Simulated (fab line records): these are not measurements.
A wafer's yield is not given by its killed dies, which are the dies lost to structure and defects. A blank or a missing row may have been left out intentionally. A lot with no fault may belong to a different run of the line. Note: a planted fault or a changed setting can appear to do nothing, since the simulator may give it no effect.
The tool behind it: which one? || flow nandHarc || 12 lots, 36 wafers sampled, at 5 steps of a route of 1302

## WHAT THE GAUGES SHOWED, per wafer
NHARC_END_SORT_01. Usual: killedAtArray 55, standard deviation 19; killedAtOther 0.8, standard deviation 1.1; killedAtPeriphery 4.0, standard deviation 2.6; killedDies 60, standard deviation 20; killedOpen 3.4, standard deviation 1.7; killedShort 2.6, standard deviation 1.5.
{"lot": "L660", "measured": "day 26 23:09", "on": "prober-01", "killedAtArray": "49 38 46", "killedAtOther": "0 3 0", "killedAtPeriphery": "3 1 6", "killedDies": "52 42 52", "killedOpen": "6 4 5", "killedShort": "4 0 4", "flag": ""}
{"lot": "L662", "measured": "day 28 05:41", "on": "prober-01", "killedAtArray": "32 30 22", "killedAtOther": "1 1 0", "killedAtPeriphery": "4 3 5", "killedDies": "37 34 27", "killedOpen": "3 6 3", "killedShort": "1 2 4", "flag": ""}
{"lot": "L664", "measured": "day 29 04:14", "on": "prober-02", "killedAtArray": "56 51 59", "killedAtOther": "1 0 0", "killedAtPeriphery": "5 6 3", "killedDies": "62 57 62", "killedOpen": "5 2 5", "killedShort": "5 6 2", "flag": ""}
{"lot": "L672", "measured": "day 31 19:32", "on": "prober-01", "killedAtArray": "40 35 51", "killedAtOther": "0 1 0", "killedAtPeriphery": "3 4 2", "killedDies": "43 40 53", "killedOpen": "1 3 2", "killedShort": "1 3 2", "flag": ""}

## TOOL THAT RAN EACH LOT (tool first, then ch and the chambers of the sampled wafers, then the start)
{"lot": "L655", "NHARC_A_CHANNEL_HOLE_D2_ETCH_21": "harEtch-02 ch 0,1, day 13 17:14", "NHARC_A_CHANNEL_HOLE_D2_ETCH_26": "harEtch-02 ch 0,1, day 13 20:31", "NHARC_A_CHANNEL_HOLE_D2_ETCH_27": "harEtch-02 ch 0,1, day 13 20:42", "NHARC_A_CHANNEL_FILL_D2_PRECLEAN_00": "wetBench-03 ch 1,6,7, day 13 22:27"}
{"lot": "L656", "NHARC_A_CHANNEL_HOLE_D2_ETCH_21": "harEtch-01 ch 0,1, day 13 18:12", "NHARC_A_CHANNEL_HOLE_D2_ETCH_26": "harEtch-01 ch 0,1, day 13 21:34", "NHARC_A_CHANNEL_HOLE_D2_ETCH_27": "harEtch-01 ch 0,1, day 13 21:46", "NHARC_A_CHANNEL_FILL_D2_PRECLEAN_00": "wetBench-01 ch 0,3,4, day 13 23:33"}
{"lot": "L657", "NHARC_A_CHANNEL_HOLE_D2_ETCH_21": "harEtch-01 ch 0,1, day 14 13:20", "NHARC_A_CHANNEL_HOLE_D2_ETCH_26": "harEtch-01 ch 0,1, day 14 16:35", "NHARC_A_CHANNEL_HOLE_D2_ETCH_27": "harEtch-01 ch 0,1, day 14 16:47", "NHARC_A_CHANNEL_FILL_D2_PRECLEAN_00": "wetBench-05 ch 1,2,3, day 14 18:31"}
{"lot": "L658", "NHARC_A_CHANNEL_HOLE_D2_ETCH_21": "harEtch-02 ch 0,1, day 14 18:47", "NHARC_A_CHANNEL_HOLE_D2_ETCH_26": "harEtch-02 ch 0,1, day 14 22:07", "NHARC_A_CHANNEL_HOLE_D2_ETCH_27": "harEtch-02 ch 0,1, day 14 22:18", "NHARC_A_CHANNEL_FILL_D2_PRECLEAN_00": "wetBench-01 ch 2,3,6, day 15 00:04"}
{"lot": "L660", "NHARC_A_CHANNEL_HOLE_D2_ETCH_21": "harEtch-02 ch 1, day 15 13:27", "NHARC_A_CHANNEL_HOLE_D2_ETCH_26": "harEtch-02 ch 1, day 15 16:44", "NHARC_A_CHANNEL_HOLE_D2_ETCH_27": "harEtch-02 ch 1, day 15 16:56", "NHARC_A_CHANNEL_FILL_D2_PRECLEAN_00": "wetBench-03 ch 0,4,6, day 15 18:40"}
{"lot": "L662", "NHARC_A_CHANNEL_HOLE_D2_ETCH_21": "harEtch-01 ch 0,1, day 17 06:14", "NHARC_A_CHANNEL_HOLE_D2_ETCH_26": "harEtch-01 ch 0,1, day 17 09:34", "NHARC_A_CHANNEL_HOLE_D2_ETCH_27": "harEtch-01 ch 0,1, day 17 09:46", "NHARC_A_CHANNEL_FILL_D2_PRECLEAN_00": "wetBench-01 ch 0,2,3, day 17 11:34"}
{"lot": "L664", "NHARC_A_CHANNEL_HOLE_D2_ETCH_21": "harEtch-02 ch 0,1, day 17 18:44", "NHARC_A_CHANNEL_HOLE_D2_ETCH_26": "harEtch-02 ch 0,1, day 17 21:59", "NHARC_A_CHANNEL_HOLE_D2_ETCH_27": "harEtch-02 ch 0,1, day 17 22:11", "NHARC_A_CHANNEL_FILL_D2_PRECLEAN_00": "wetBench-05 ch 0,3,6, day 18 00:04"}
{"lot": "L673", "NHARC_A_CHANNEL_HOLE_D2_ETCH_21": "harEtch-01 ch 0,1, day 20 12:29", "NHARC_A_CHANNEL_HOLE_D2_ETCH_26": "harEtch-01 ch 0,1, day 20 15:50", "NHARC_A_CHANNEL_HOLE_D2_ETCH_27": "harEtch-01 ch 0,1, day 20 16:02", "NHARC_A_CHANNEL_FILL_D2_PRECLEAN_00": "wetBench-03 ch 0,3,6, day 20 17:58"}
{"lot": "L672", "NHARC_A_CHANNEL_HOLE_D2_ETCH_21": "harEtch-02 ch 0,1, day 20 18:20", "NHARC_A_CHANNEL_HOLE_D2_ETCH_26": "harEtch-02 ch 0,1, day 20 21:41", "NHARC_A_CHANNEL_HOLE_D2_ETCH_27": "harEtch-02 ch 0,1, day 20 21:53", "NHARC_A_CHANNEL_FILL_D2_PRECLEAN_00": "wetBench-03 ch 3,6,7, day 20 23:40"}
{"lot": "L674", "NHARC_A_CHANNEL_HOLE_D2_ETCH_21": "harEtch-02 ch 0,1, day 21 06:29", "NHARC_A_CHANNEL_HOLE_D2_ETCH_26": "harEtch-02 ch 0,1, day 21 09:50", "NHARC_A_CHANNEL_HOLE_D2_ETCH_27": "harEtch-02 ch 0,1, day 21 10:02", "NHARC_A_CHANNEL_FILL_D2_PRECLEAN_00": "wetBench-03 ch 1,2,5, day 21 11:49"}
{"lot": "L676", "NHARC_A_CHANNEL_HOLE_D2_ETCH_21": "harEtch-01 ch 0,1, day 22 05:22", "NHARC_A_CHANNEL_HOLE_D2_ETCH_26": "harEtch-01 ch 0,1, day 22 08:43", "NHARC_A_CHANNEL_HOLE_D2_ETCH_27": "harEtch-01 ch 0,1, day 22 08:55", "NHARC_A_CHANNEL_FILL_D2_PRECLEAN_00": "wetBench-01 ch 0,3,6, day 22 10:43"}
{"lot": "L677", "NHARC_A_CHANNEL_HOLE_D2_ETCH_21": "harEtch-02 ch 0,1, day 22 16:13", "NHARC_A_CHANNEL_HOLE_D2_ETCH_26": "harEtch-02 ch 0,1, day 22 19:31", "NHARC_A_CHANNEL_HOLE_D2_ETCH_27": "harEtch-02 ch 0,1, day 22 19:43", "NHARC_A_CHANNEL_FILL_D2_PRECLEAN_00": "wetBench-01 ch 2,4,5, day 22 21:28"}
- NHARC_A_CHANNEL_HOLE_D2_ETCH_21: etches the open film in C4F8/O2/Ar, time 514.3 s, target depth 1600 nm.
- NHARC_A_CHANNEL_HOLE_D2_ETCH_26: etches the open film in C4F8/O2/Ar, time 224.1 s, target depth 300 nm.
- NHARC_A_CHANNEL_HOLE_D2_ETCH_27: etches the open film in C4F8/O2/Ar, time 90 s, target depth 400 nm.
- NHARC_A_CHANNEL_FILL_D2_PRECLEAN_00: cleans in SC1.

## AS READ BY THE TOOLS THEMSELVES (means over the sampled wafers that have a number; for cases with no such wafer, the mark the record gives instead)
NHARC_A_CHANNEL_HOLE_D2_ETCH_21. Usual: drypumpMotorCurrentA 5.6 A, standard deviation 0.35; showerheadPlenumPTorr 3.69 Torr, standard deviation 0.12; throttleValvePct 32.154 %, standard deviation 0.0096.
{"lot": "L655", "tool": "harEtch-02", "drypumpMotorCurrentA (A)": 5.8, "showerheadPlenumPTorr (Torr)": 3.60, "throttleValvePct (%)": 32.164, "flag": ""}
{"lot": "L656", "tool": "harEtch-01", "drypumpMotorCurrentA (A)": 5.2, "showerheadPlenumPTorr (Torr)": 3.68, "throttleValvePct (%)": 32.162, "flag": ""}
{"lot": "L657", "tool": "harEtch-01", "drypumpMotorCurrentA (A)": 5.3, "showerheadPlenumPTorr (Torr)": 3.68, "throttleValvePct (%)": 32.163, "flag": ""}
{"lot": "L658", "tool": "harEtch-02", "drypumpMotorCurrentA (A)": 5.9, "showerheadPlenumPTorr (Torr)": 3.52, "throttleValvePct (%)": 32.154, "flag": ""}
{"lot": "L660", "tool": "harEtch-02", "drypumpMotorCurrentA (A)": 6.1, "showerheadPlenumPTorr (Torr)": 3.44, "throttleValvePct (%)": 32.157, "flag": ""}
{"lot": "L662", "tool": "harEtch-01", "drypumpMotorCurrentA (A)": 5.2, "showerheadPlenumPTorr (Torr)": 3.66, "throttleValvePct (%)": 32.159, "flag": ""}
{"lot": "L664", "tool": "harEtch-02", "drypumpMotorCurrentA (A)": 5.8, "showerheadPlenumPTorr (Torr)": 3.74, "throttleValvePct (%)": 32.151, "flag": ""}
{"lot": "L673", "tool": "harEtch-01", "drypumpMotorCurrentA (A)": 5.3, "showerheadPlenumPTorr (Torr)": 3.63, "throttleValvePct (%)": 32.150, "flag": ""}
{"lot": "L672", "tool": "harEtch-02", "drypumpMotorCurrentA (A)": 5.9, "showerheadPlenumPTorr (Torr)": 3.81, "throttleValvePct (%)": 32.154, "flag": ""}
{"lot": "L674", "tool": "harEtch-02", "drypumpMotorCurrentA (A)": 5.9, "showerheadPlenumPTorr (Torr)": 3.81, "throttleValvePct (%)": 32.155, "flag": ""}
{"lot": "L676", "tool": "harEtch-01", "drypumpMotorCurrentA (A)": 5.3, "showerheadPlenumPTorr (Torr)": 3.62, "throttleValvePct (%)": 32.154, "flag": ""}
{"lot": "L677", "tool": "harEtch-02", "drypumpMotorCurrentA (A)": 5.8, "showerheadPlenumPTorr (Torr)": 3.70, "throttleValvePct (%)": 32.146, "flag": ""}

NHARC_A_CHANNEL_HOLE_D2_ETCH_26. Usual: drypumpMotorCurrentA 5.6 A, standard deviation 0.35; showerheadPlenumPTorr 3.73 Torr, standard deviation 0.13; throttleValvePct 24.585 %, standard deviation 0.0094.
{"lot": "L655", "tool": "harEtch-02", "drypumpMotorCurrentA (A)": 5.8, "showerheadPlenumPTorr (Torr)": 3.64, "throttleValvePct (%)": 24.581, "flag": ""}
{"lot": "L656", "tool": "harEtch-01", "drypumpMotorCurrentA (A)": 5.2, "showerheadPlenumPTorr (Torr)": 3.72, "throttleValvePct (%)": 24.587, "flag": ""}
{"lot": "L657", "tool": "harEtch-01", "drypumpMotorCurrentA (A)": 5.3, "showerheadPlenumPTorr (Torr)": 3.72, "throttleValvePct (%)": 24.582, "flag": ""}
{"lot": "L658", "tool": "harEtch-02", "drypumpMotorCurrentA (A)": 5.9, "showerheadPlenumPTorr (Torr)": 3.55, "throttleValvePct (%)": 24.575, "flag": ""}
{"lot": "L660", "tool": "harEtch-02", "drypumpMotorCurrentA (A)": 6.1, "showerheadPlenumPTorr (Torr)": 3.47, "throttleValvePct (%)": 24.592, "flag": ""}
{"lot": "L662", "tool": "harEtch-01", "drypumpMotorCurrentA (A)": 5.3, "showerheadPlenumPTorr (Torr)": 3.70, "throttleValvePct (%)": 24.582, "flag": ""}
{"lot": "L664", "tool": "harEtch-02", "drypumpMotorCurrentA (A)": 5.8, "showerheadPlenumPTorr (Torr)": 3.79, "throttleValvePct (%)": 24.588, "flag": ""}
{"lot": "L673", "tool": "harEtch-01", "drypumpMotorCurrentA (A)": 5.3, "showerheadPlenumPTorr (Torr)": 3.67, "throttleValvePct (%)": 24.579, "flag": ""}
{"lot": "L672", "tool": "harEtch-02", "drypumpMotorCurrentA (A)": 6.0, "showerheadPlenumPTorr (Torr)": 3.86, "throttleValvePct (%)": 24.588, "flag": ""}
{"lot": "L674", "tool": "harEtch-02", "drypumpMotorCurrentA (A)": 5.9, "showerheadPlenumPTorr (Torr)": 3.86, "throttleValvePct (%)": 24.584, "flag": ""}
{"lot": "L676", "tool": "harEtch-01", "drypumpMotorCurrentA (A)": 5.3, "showerheadPlenumPTorr (Torr)": 3.66, "throttleValvePct (%)": 24.578, "flag": ""}
{"lot": "L677", "tool": "harEtch-02", "drypumpMotorCurrentA (A)": 5.8, "showerheadPlenumPTorr (Torr)": 3.75, "throttleValvePct (%)": 24.587, "flag": ""}

NHARC_A_CHANNEL_HOLE_D2_ETCH_27. Usual: drypumpMotorCurrentA 5.6 A, standard deviation 0.35; showerheadPlenumPTorr 3.72 Torr, standard deviation 0.13; throttleValvePct 27.620 %, standard deviation 0.0094.
{"lot": "L655", "tool": "harEtch-02", "drypumpMotorCurrentA (A)": 5.8, "showerheadPlenumPTorr (Torr)": 3.64, "throttleValvePct (%)": 27.625, "flag": ""}
{"lot": "L656", "tool": "harEtch-01", "drypumpMotorCurrentA (A)": 5.2, "showerheadPlenumPTorr (Torr)": 3.72, "throttleValvePct (%)": 27.624, "flag": ""}
{"lot": "L657", "tool": "harEtch-01", "drypumpMotorCurrentA (A)": 5.3, "showerheadPlenumPTorr (Torr)": 3.72, "throttleValvePct (%)": 27.628, "flag": ""}
{"lot": "L658", "tool": "harEtch-02", "drypumpMotorCurrentA (A)": 5.9, "showerheadPlenumPTorr (Torr)": 3.55, "throttleValvePct (%)": 27.620, "flag": ""}
{"lot": "L660", "tool": "harEtch-02", "drypumpMotorCurrentA (A)": 6.1, "showerheadPlenumPTorr (Torr)": 3.47, "throttleValvePct (%)": 27.618, "flag": ""}
{"lot": "L662", "tool": "harEtch-01", "drypumpMotorCurrentA (A)": 5.3, "showerheadPlenumPTorr (Torr)": 3.69, "throttleValvePct (%)": 27.619, "flag": ""}
{"lot": "L664", "tool": "harEtch-02", "drypumpMotorCurrentA (A)": 5.8, "showerheadPlenumPTorr (Torr)": 3.78, "throttleValvePct (%)": 27.628, "flag": ""}
{"lot": "L673", "tool": "harEtch-01", "drypumpMotorCurrentA (A)": 5.3, "showerheadPlenumPTorr (Torr)": 3.67, "throttleValvePct (%)": 27.623, "flag": ""}
{"lot": "L672", "tool": "harEtch-02", "drypumpMotorCurrentA (A)": 5.9, "showerheadPlenumPTorr (Torr)": 3.85, "throttleValvePct (%)": 27.614, "flag": ""}
{"lot": "L674", "tool": "harEtch-02", "drypumpMotorCurrentA (A)": 5.9, "showerheadPlenumPTorr (Torr)": 3.85, "throttleValvePct (%)": 27.620, "flag": ""}
{"lot": "L676", "tool": "harEtch-01", "drypumpMotorCurrentA (A)": 5.3, "showerheadPlenumPTorr (Torr)": 3.65, "throttleValvePct (%)": 27.614, "flag": ""}
{"lot": "L677", "tool": "harEtch-02", "drypumpMotorCurrentA (A)": 5.8, "showerheadPlenumPTorr (Torr)": 3.74, "throttleValvePct (%)": 27.624, "flag": ""}

NHARC_A_CHANNEL_FILL_D2_PRECLEAN_00. Usual: bathGuardTempC at 49.9 C, with a standard deviation of 0.51.
{"lot": "L655", "tool": "wetBench-03", "bathGuardTempC (C)": 49.6, "flag": ""}
{"lot": "L656", "tool": "wetBench-01", "bathGuardTempC (C)": 49.7, "flag": ""}
{"lot": "L657", "tool": "wetBench-05", "bathGuardTempC (C)": 49.6, "flag": ""}
{"lot": "L658", "tool": "wetBench-01", "bathGuardTempC (C)": 50.0, "flag": ""}
{"lot": "L660", "tool": "wetBench-03", "bathGuardTempC (C)": 49.7, "flag": ""}
{"lot": "L662", "tool": "wetBench-01", "bathGuardTempC (C)": "-", "flag": "OFF"}
{"lot": "L664", "tool": "wetBench-05", "bathGuardTempC (C)": "-", "flag": "OFF"}
{"lot": "L673", "tool": "wetBench-03", "bathGuardTempC (C)": 49.3, "flag": ""}
{"lot": "L672", "tool": "wetBench-03", "bathGuardTempC (C)": 49.8, "flag": ""}
{"lot": "L674", "tool": "wetBench-03", "bathGuardTempC (C)": 50.1, "flag": ""}
{"lot": "L676", "tool": "wetBench-01", "bathGuardTempC (C)": 49.5, "flag": ""}
{"lot": "L677", "tool": "wetBench-01", "bathGuardTempC (C)": 49.9, "flag": ""}

## THE ANSWER, worked out from the rows above alone
Rule: take the mean of a lot's wafers that have a number; if it is more than 3 standard deviations from the usual mean, the lot is off. Also off: a lot with no number at a reading for which 4 or more lots have one. All remaining lots with rows at the step are treated as sound. The gauges are gone through in route order, then the tools' own readings, and for those a lot's mean is taken as printed above. The first step at which some lot is off is used, and at that step the reading that is off furthest; a lot without a number counts as furthest.
Off: L662, L664 (NHARC_A_CHANNEL_FILL_D2_PRECLEAN_00, bathGuardTempC). Without a number there: L662, L664.
If a tool, at that step or one of the process steps before it, ran each lot that is off and ran no sound lot following the first of them, it fits. None of those tried fits.

## WHAT THE SIMULATOR HAD PUT IN
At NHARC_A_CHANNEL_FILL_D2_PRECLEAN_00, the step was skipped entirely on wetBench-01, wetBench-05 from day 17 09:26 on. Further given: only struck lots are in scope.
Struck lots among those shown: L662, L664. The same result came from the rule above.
